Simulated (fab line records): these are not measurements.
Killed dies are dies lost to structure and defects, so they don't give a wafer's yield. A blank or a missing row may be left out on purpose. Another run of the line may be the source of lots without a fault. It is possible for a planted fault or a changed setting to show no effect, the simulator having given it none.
fab line records | flow n5-finfet | part 1 of 2: steps 1 to 3 of 6
[record] lots = 23 wafers = 69 last-day = 17
route steps=1938 shown BEOL_M7@1284
lots that met no fault: taken from a fault-free run of the same line
start-h: the number of hours between the record's first day and the start of the first shown wafer of the lot | wait-h: hours elapsed since this lot's preceding step | " unchanged from the row above | L1.1+2: several wafers, shown together as one row | - no value present, or no start provided | * or withheld: withheld | < > ~ a bound
route shown NAME@n: NAME is a module with steps in the file, n the number in the route of the first one | usual: mean/standard deviation taken from wafers without a fault | same: alike in all rows | chamber/n: place in a boat | sites: readings site by site | _std_site: the values' standard deviation | _edge_site: mean of outer sites minus mean of inner sites | radius-mm: how far each site lies from the wafer's centre | mask NAME#n: copy n | behind: the last tool/chamber to shape the wafer | hold: the reason the lot was held/the length of the hold in hours/how it ended | device: which transistor (n, p or np) failed to switch | end of line: the route-end tests of the same wafers | for a step that has no rows: nothing shown but its recipe | killed: the dies lost at the first sort to structure and to defects; this is not the yield of the wafer | map: a wafer's dies, x killed, . not, _ none there
set.NAME: the setting as run; set.NAME@STEP: as run at that earlier step | model.NAME: the simulator's own value behind a step, which no gauge read
a sample of lots followed through the steps of the route, with each step as a table and each wafer as a row
services: from which hour (start-h, from the record's first day; less than 0 if before it) a tool's chamber was out of use, for how many hours, and why
[[steps]]
[step N5_BEOL_M7_HM_OPEN_17]
[recipe] chemistry = Cl2/BCl3 target-depth-a = 200 overetch-a = 60 target = TiN mask-material = SOC ion-energy-ev = 150 pressure-mtorr = 10 icp-w = 1000 bias-w = 126 Cl2_flow_sccm = 53.25 bcl3-flow-sccm = 21.75 Ar_flow_sccm = 25
[usual] drypump-motor-current-A = 5.6/0.4 oes-product-au = 0.61/0.088 throttle-valve-pct = 22.3/0.36
// columns lot.wafer tool chamber start-h wait-h drypump-motor-current-A oes-product-au rf-hours-counter-h throttle-valve-pct
L074.1 rie-metal-01 1 179.58 0.0 6.0 0.71 30 21.7
L074.2 " 0 " " 5.7 0.73 18 22.1
L074.3 " 0 " " 5.7 0.71 - 22.1
L075.3 rie-metal-03 1 184.11 0.1 4.8 0.51 - 22.5
L075.4 " 0 " " 5.8 0.51 - 22.5
L075.5 " 1 " " 4.9 0.52 - 22.5
L076.1 rie-metal-02 0 194.15 0.0 5.4 0.58 89 22.8
L076.2 " 1 " " 5.9 0.55 107 22.2
L076.6 " 0 " " 5.4 0.58 - 22.8
L077.1 rie-metal-03 1 198.03 0.0 4.9 0.51 128 22.6
L077.2 " 0 " " 5.7 0.51 133 22.6
L077.6 " 0 " " 5.8 0.50 - 22.6
L078.3 rie-metal-03 1 205.36 0.1 4.8 0.52 - 22.5
L078.4 " 1 " " 4.9 0.52 - 22.5
L078.5 " 1 " " 4.8 0.52 - 22.5
L079.1 rie-metal-02 0 207.41 0.0 5.4 0.57 90 22.8
L079.2 " 1 " " 5.9 0.55 108 22.2
L079.6 " 0 " " 5.4 0.57 - 22.8
L080.2 rie-metal-03 1 212.55 0.1 4.8 0.52 - 22.5
L080.3 " 1 " " 4.8 0.51 - 22.5
L080.4 " 1 " " 4.8 0.51 - 22.5
L081.4 rie-metal-02 1 224.92 0.1 5.9 0.55 - 22.2
L081.5 " 0 " " 5.4 0.57 - 22.8
L081.6 " 1 " " 5.9 0.55 - 22.2
L082.2 rie-metal-01 1 229.65 0.0 6.0 0.68 35 21.8
L082.4 " 0 " " 5.7 0.69 - 22.1
L082.6 " 1 " " 6.0 0.68 - 21.7
L083.2 rie-metal-01 1 241.19 0.0 6.0 0.68 36 21.7
L083.3 " 1 " " 6.0 0.68 - 21.8
L083.4 " 0 " " 5.7 0.69 - 22.1
L084.1 rie-metal-03 0 246.95 0.0 5.8 0.78 3 22.4
L084.3 " 1 " " 4.9 0.82 - 22.2
L084.5 " 1 " " 4.9 0.83 - 22.2
L086.3 rie-metal-02 1 247.54 0.1 5.9 0.54 - 22.2
L086.4 " 0 " " 5.4 0.57 - 22.8
L086.5 " 0 " " 5.4 0.57 - 22.8
L085.4 rie-metal-02 0 248.28 0.1 5.4 0.57 - 22.8
L085.5 " 1 " " 5.9 0.54 - 22.2
L085.6 " 0 " " 5.4 0.57 - 22.8
L087.1 rie-metal-02 1 262.94 0.0 5.9 0.54 114 22.2
L087.2 " 0 " " 5.4 0.57 96 22.8
L087.3 " 1 " " 5.9 0.55 - 22.2
L088.1 rie-metal-01 1 269.27 0.0 6.0 0.67 38 21.7
L088.2 " 0 " " 5.7 0.69 26 22.1
L088.6 " 1 " " 6.0 0.68 - 21.7
L089.1 rie-metal-02 1 277.17 0.0 6.0 0.54 115 22.2
L089.4 " 0 " " 5.4 0.57 - 22.8
L089.6 " 1 " " 5.9 0.54 - 22.2
L090.1 rie-metal-01 1 277.51 0.0 6.0 0.69 39 21.7
L090.3 " 0 " " 5.7 0.69 - 22.1
L090.4 " 1 " " 6.0 0.68 - 21.7
L091.2 rie-metal-02 1 279.81 0.0 6.0 0.54 116 22.2
L091.4 " 1 " " 5.9 0.54 - 22.2
L091.5 " 1 " " 5.9 0.54 - 22.2
L092.2 rie-metal-03 0 292.98 0.0 5.7 0.76 8 22.4
L092.3 " 1 " " 4.9 0.79 - 22.2
L092.6 " 1 " " 4.8 0.79 - 22.2
L093.1 rie-metal-02 1 297.48 0.0 5.9 0.53 116 22.2
L093.5 " 1 " " 5.9 0.54 - 22.2
L093.6 " 0 " " 5.4 0.56 - 22.8
L095.1 rie-metal-01 0 306.07 0.0 5.7 0.68 28 22.1
L095.4 " 1 " " 6.0 0.68 - 21.7
L095.5 " 1 " " 6.0 0.67 - 21.7
L094.1 rie-metal-01 1 307.05 0.0 6.0 0.68 41 21.7
L094.3 " 1 " " 6.0 0.68 - 21.8
L094.4 " 0 " " 5.7 0.69 - 22.1
L097.1 rie-metal-02 0 327.20 0.0 5.4 0.56 101 22.8
L097.4 " 0 " " 5.4 0.56 - 22.8
L097.5 " 0 " " 5.4 0.56 - 22.8
[step N5_BEOL_M7_DESCUM_33]
[recipe] chemistry = O2 time-s = 7 source-power-w = 50 bias-power-w = 20 pressure-mtorr = 20 rf-frequency-hz = 2.712e+07 temp-c = 40 resist = CAR-EUV o2-flow-sccm = 225
[usual] drypump-motor-current-A = 5.9/0.34 oes-product-au = 0.75/0.067 rf-vpp-V = 242.8/1.3 showerhead-plenum-p-Torr = 2.06/0.071 throttle-valve-pct = 20.50/0.16
// columns lot.wafer tool chamber start-h wait-h drypump-motor-current-A oes-product-au rf-hours-counter-h rf-vpp-V showerhead-plenum-p-Torr throttle-valve-pct
L074.1 rie-diel-06 0 180.37 0.0 5.8 0.71 192 241.3 1.99 20.62
L074.2 " 2 " " 5.7 0.74 169 242.0 2.01 20.57
L074.3 " 1 " " 6.6 0.77 162 243.4 2.08 20.54
L075.3 rie-diel-02 0 185.70 0.0 5.5 0.90 11 243.7 2.14 20.37
L075.4 " 3 " " 6.3 0.76 131 244.3 2.10 20.37
L075.5 " 2 " " 5.8 0.72 - 242.1 2.00 20.38
L076.1 rie-diel-04 1 194.98 0.0 6.0 0.71 228 243.5 2.15 20.33
L076.2 " 0 " " 6.5 0.71 221 241.5 2.08 20.89
L076.6 " 1 " " 6.0 0.70 - 242.3 2.15 20.32
L077.1 rie-diel-02 2 200.12 0.1 5.9 0.72 182 241.4 1.99 20.39
L077.2 " 1 " " 5.5 0.79 104 245.1 2.19 20.52
L077.6 " 2 " " 5.9 0.72 - 241.7 1.99 20.38
L078.3 rie-diel-04 2 206.41 0.2 5.7 0.73 175 243.3 2.07 20.37
L078.4 " 1 " " 5.9 0.69 231 245.0 2.15 20.33
L078.5 " 1 " " 5.9 0.68 - 244.5 2.15 20.31
L079.1 rie-diel-06 1 208.19 0.0 6.5 0.75 170 240.8 2.08 20.56
L079.2 " 0 " " 5.7 0.70 202 241.3 1.98 20.61
L079.6 " 0 " " 5.7 0.70 - 242.5 1.98 20.63
L080.2 rie-diel-02 3 216.14 0.0 6.3 0.76 140 242.9 2.10 20.39
L080.3 " 0 " " 5.5 0.89 20 244.7 2.13 20.38
L080.4 " 2 " " 5.9 0.72 187 240.8 1.99 20.38
L081.4 rie-diel-06 1 226.43 0.1 6.5 0.75 177 243.1 2.08 20.55
L081.5 " 3 " " 6.0 0.73 - 240.5 1.99 20.48
L081.6 " 0 " " 5.7 0.70 - 241.2 1.98 20.64
L082.2 rie-diel-02 3 232.18 0.0 6.3 0.75 146 244.5 2.10 20.39
L082.4 " 3 " " 6.3 0.75 - 244.1 2.10 20.40
L082.6 " 2 " " 5.9 0.71 - 241.8 1.99 20.39
L083.2 rie-diel-02 3 243.09 0.0 6.3 0.74 150 244.5 2.09 20.39
L083.3 " 0 " " 5.5 0.90 23 243.1 2.13 20.38
L083.4 " 2 " " 5.8 0.72 197 242.8 1.99 20.40
L086.3 rie-diel-06 0 248.30 0.1 5.8 0.70 215 240.7 1.98 20.63
L086.4 " 3 " " 5.9 0.72 188 241.1 1.99 20.49
L086.5 " 0 " " 5.7 0.70 - 241.2 1.98 20.64
L084.1 rie-diel-06 0 248.70 0.3 5.7 0.70 215 240.8 1.98 20.66
L084.3 " 2 " " 5.7 0.72 190 240.8 2.01 20.60
L084.5 " 2 " " 5.6 0.73 - 242.8 2.01 20.61
L085.4 rie-diel-04 1 249.29 0.3 5.9 0.68 245 244.8 2.15 20.35
L085.5 " 1 " " 5.9 0.68 - 244.2 2.15 20.35
L085.6 " 0 " " 6.4 0.70 - 242.4 2.08 20.92
L087.1 rie-diel-06 0 267.47 0.0 5.7 0.69 220 241.4 1.98 20.64
L087.2 " 2 " " 5.6 0.72 196 243.1 2.01 20.62
L087.3 " 3 " " 6.0 0.72 193 242.1 1.98 20.53
L088.1 rie-diel-06 2 272.44 0.0 5.7 0.72 197 243.0 2.01 20.59
L088.2 " 0 " " 5.7 0.70 221 241.2 1.98 20.65
L088.6 " 2 " " 5.7 0.73 - 242.1 2.00 20.61
L089.1 rie-diel-06 3 278.35 0.0 5.9 0.72 194 240.9 1.98 20.51
L089.4 " 2 " " 5.6 0.72 199 241.6 2.00 20.62
L089.6 " 3 " " 5.9 0.71 - 242.5 1.98 20.53
L090.1 rie-diel-06 2 283.52 0.5 5.6 0.72 201 241.1 2.00 20.61
L090.3 " 1 " " 6.6 0.74 194 242.6 2.07 20.61
L090.4 " 0 " " 5.7 0.70 225 241.6 1.97 20.67
L091.2 rie-diel-06 1 283.92 0.7 6.5 0.74 194 241.8 2.07 20.59
L091.4 " 2 " " 5.7 0.72 201 240.4 2.00 20.61
L091.5 " 3 " " 6.0 0.71 - 241.1 1.98 20.52
L092.2 rie-diel-02 2 296.18 0.0 5.8 0.70 213 242.2 1.98 20.43
L092.3 " 0 " " 5.5 0.86 38 244.2 2.13 20.42
L092.6 " 2 " " 5.8 0.71 - 242.5 1.98 20.43
L093.1 rie-diel-04 1 299.58 0.0 5.9 1.00 1 243.8 2.15 20.01
L093.5 " 1 " " 5.9 1.01 - 242.3 2.15 20.01
L093.6 " 3 " " 5.6 0.74 - 242.6 2.16 20.38
L095.1 rie-diel-04 3 306.92 0.0 5.6 0.73 190 244.4 2.16 20.38
L095.4 " 3 " " 5.6 0.73 - 243.8 2.16 20.40
L095.5 " 2 " " 5.7 0.71 - 243.9 2.06 20.40
L094.1 rie-diel-02 3 309.12 0.3 6.3 0.71 168 243.9 2.09 20.44
L094.3 " 0 " " 5.5 0.85 42 245.1 2.13 20.43
L094.4 " 2 " " 5.9 0.69 218 241.7 1.98 20.43
L097.1 rie-diel-06 2 329.31 0.3 5.7 0.71 215 240.9 2.00 20.64
L097.4 " 3 " " 6.0 0.70 210 241.4 1.98 20.54
L097.5 " 2 " " 5.7 0.72 - 241.4 2.00 20.64
[step N5_BEOL_M7_ETCH_72]
[recipe] chemistry = N2/H2 target = underlayer target-depth-a = 65 mask-material = CAR-EUV time-s = 5.2 ion-energy-ev = 200 pressure-mtorr = 30 source-w = 840 bias-w = 150 n2-flow-sccm = 200 h2-flow-sccm = 200 ends = cleared
[usual] drypump-motor-current-A = 5.9/0.34 etch-rf-on-time-s = 5.17/0.083 oes-product-au = 0.64/0.06 rf-vpp-V = 523.0/2.5 showerhead-plenum-p-Torr = 2.51/0.09 throttle-valve-pct = 17.97/0.16
// columns lot.wafer tool chamber start-h wait-h drypump-motor-current-A etch-rf-on-time-s oes-product-au rf-hours-counter-h rf-vpp-V showerhead-plenum-p-Torr throttle-valve-pct
L074.1 rie-diel-06 0 180.41 0.0 5.7 5.23 0.60 192 519.2 2.41 18.08
L074.2 " 2 " " 5.6 5.04 0.66 169 520.5 2.43 17.86
L074.3 " 1 " " 6.6 5.18 0.65 162 525.0 2.54 18.03
L075.3 rie-diel-02 0 185.74 0.0 5.5 5.12 0.80 11 526.1 2.61 17.94
L075.4 " 3 " " 6.3 5.24 0.63 131 523.7 2.56 17.86
L075.5 " 2 " " 5.9 5.19 0.60 - 521.2 2.41 17.75
L076.1 rie-diel-04 1 195.01 0.0 6.0 5.12 0.60 228 525.2 2.61 17.78
L076.2 " 0 " " 6.4 5.41 0.61 221 524.3 2.50 18.13
L076.6 " 1 " " 5.9 5.09 0.59 - 526.5 2.61 17.78
L077.1 rie-diel-02 2 200.15 0.0 5.8 5.07 0.62 182 521.8 2.41 17.75
L077.2 " 1 " " 5.5 5.10 0.68 104 526.0 2.67 17.99
L077.6 " 2 " " 5.9 5.10 0.63 - 520.3 2.41 17.78
L078.3 rie-diel-04 2 206.45 0.0 5.6 5.18 0.63 175 523.5 2.52 17.93
L078.4 " 1 " " 6.0 5.03 0.60 231 524.6 2.61 17.76
L078.5 " 1 " " 6.0 5.03 0.60 - 524.1 2.61 17.81
L079.1 rie-diel-06 1 208.22 0.0 6.5 5.23 0.65 170 523.2 2.54 18.07
L079.2 " 0 " " 5.7 5.35 0.59 202 521.0 2.41 18.11
L079.6 " 0 " " 5.7 5.27 0.60 - 519.9 2.41 18.09
L080.2 rie-diel-02 3 216.18 0.0 6.3 5.19 0.64 140 523.8 2.55 17.88
L080.3 " 0 " " 5.5 5.11 0.79 20 526.5 2.61 17.95
L080.4 " 2 " " 5.8 5.22 0.62 187 521.2 2.41 17.77
L081.4 rie-diel-06 1 226.47 0.0 6.5 5.16 0.64 177 524.1 2.54 18.09
L081.5 " 3 " " 6.0 5.20 0.62 - 519.8 2.44 18.15
L081.6 " 0 " " 5.7 5.23 0.60 - 522.2 2.40 18.11
L082.2 rie-diel-02 3 232.22 0.0 6.3 5.16 0.63 146 524.0 2.55 17.90
L082.4 " 3 " " 6.3 5.20 0.62 - 521.8 2.55 17.89
L082.6 " 2 " " 5.9 5.13 0.61 - 523.9 2.40 17.80
L083.2 rie-diel-02 3 243.12 0.0 6.3 5.28 0.62 150 523.8 2.55 17.89
L083.3 " 0 " " 5.5 5.15 0.77 23 523.7 2.61 17.97
L083.4 " 2 " " 5.9 5.14 0.61 197 522.6 2.40 17.81
L086.3 rie-diel-06 0 248.34 0.0 5.7 5.23 0.59 215 520.6 2.40 18.11
L086.4 " 3 " " 5.9 5.21 0.62 188 518.1 2.44 18.16
L086.5 " 0 " " 5.7 5.23 0.60 - 520.8 2.40 18.14
L084.1 rie-diel-06 0 248.74 0.0 5.7 5.24 0.60 215 520.9 2.40 18.13
L084.3 " 2 " " 5.7 5.09 0.64 190 521.1 2.42 17.89
L084.5 " 2 " " 5.7 5.12 0.63 - 521.0 2.42 17.89
L085.4 rie-diel-04 1 249.33 0.0 5.9 5.18 0.58 245 523.2 2.60 17.81
L085.5 " 1 " " 5.9 5.15 0.58 - 524.6 2.60 17.80
L085.6 " 0 " " 6.4 5.35 0.59 - 523.0 2.50 18.12
L087.1 rie-diel-06 0 267.50 0.0 5.8 5.20 0.60 220 520.4 2.40 18.13
L087.2 " 2 " " 5.7 5.04 0.63 196 522.6 2.42 17.91
L087.3 " 3 " " 6.0 5.23 0.62 193 519.0 2.43 18.16
L088.1 rie-diel-06 2 272.47 0.0 5.6 5.10 0.64 197 520.5 2.42 17.90
L088.2 " 0 " " 5.7 5.22 0.59 221 520.7 2.40 18.14
L088.6 " 2 " " 5.7 5.07 0.63 - 518.3 2.42 17.90
L089.1 rie-diel-06 3 278.38 0.0 6.0 5.27 0.60 194 520.1 2.43 18.14
L089.4 " 2 " " 5.7 5.16 0.63 199 521.0 2.42 17.94
L089.6 " 3 " " 6.0 5.23 0.61 - 518.4 2.43 18.16
L090.1 rie-diel-06 2 283.56 0.0 5.7 5.12 0.63 201 521.7 2.42 17.91
L090.3 " 1 " " 6.6 5.14 0.64 194 524.7 2.53 18.10
L090.4 " 0 " " 5.7 5.22 0.60 225 520.4 2.40 18.13
L091.2 rie-diel-06 1 283.96 0.0 6.5 5.20 0.63 194 524.9 2.53 18.12
L091.4 " 2 " " 5.7 5.11 0.63 201 518.2 2.42 17.93
L091.5 " 3 " " 5.9 5.29 0.61 - 518.4 2.43 18.16
L092.2 rie-diel-02 2 296.22 0.0 5.9 5.21 0.60 213 521.5 2.39 17.81
L092.3 " 0 " " 5.5 5.08 0.76 38 525.2 2.60 17.98
L092.6 " 2 " " 5.9 5.17 0.60 - 522.0 2.40 17.80
L093.1 rie-diel-04 1 299.62 0.0 5.9 4.97 0.86 1 524.6 2.60 17.42
L093.5 " 1 " " 5.9 5.03 0.87 - 523.5 2.60 17.39
L093.6 " 3 " " 5.6 5.26 0.63 - 525.6 2.64 17.92
L095.1 rie-diel-04 3 306.95 0.0 5.6 5.23 0.62 190 526.3 2.64 17.90
L095.4 " 3 " " 5.6 5.21 0.64 - 527.5 2.64 17.90
L095.5 " 2 " " 5.7 5.26 0.60 - 521.6 2.51 17.97
L094.1 rie-diel-02 3 309.16 0.0 6.3 5.17 0.62 168 523.3 2.54 17.94
L094.3 " 0 " " 5.5 5.10 0.74 42 526.4 2.60 18.00
L094.4 " 2 " " 5.9 5.22 0.59 218 520.4 2.39 17.83
L097.1 rie-diel-06 2 329.35 0.0 5.7 5.07 0.62 215 519.7 2.41 17.95
L097.4 " 3 " " 5.9 5.25 0.60 210 519.5 2.43 18.19
L097.5 " 2 " " 5.7 5.07 0.63 - 522.6 2.41 17.92
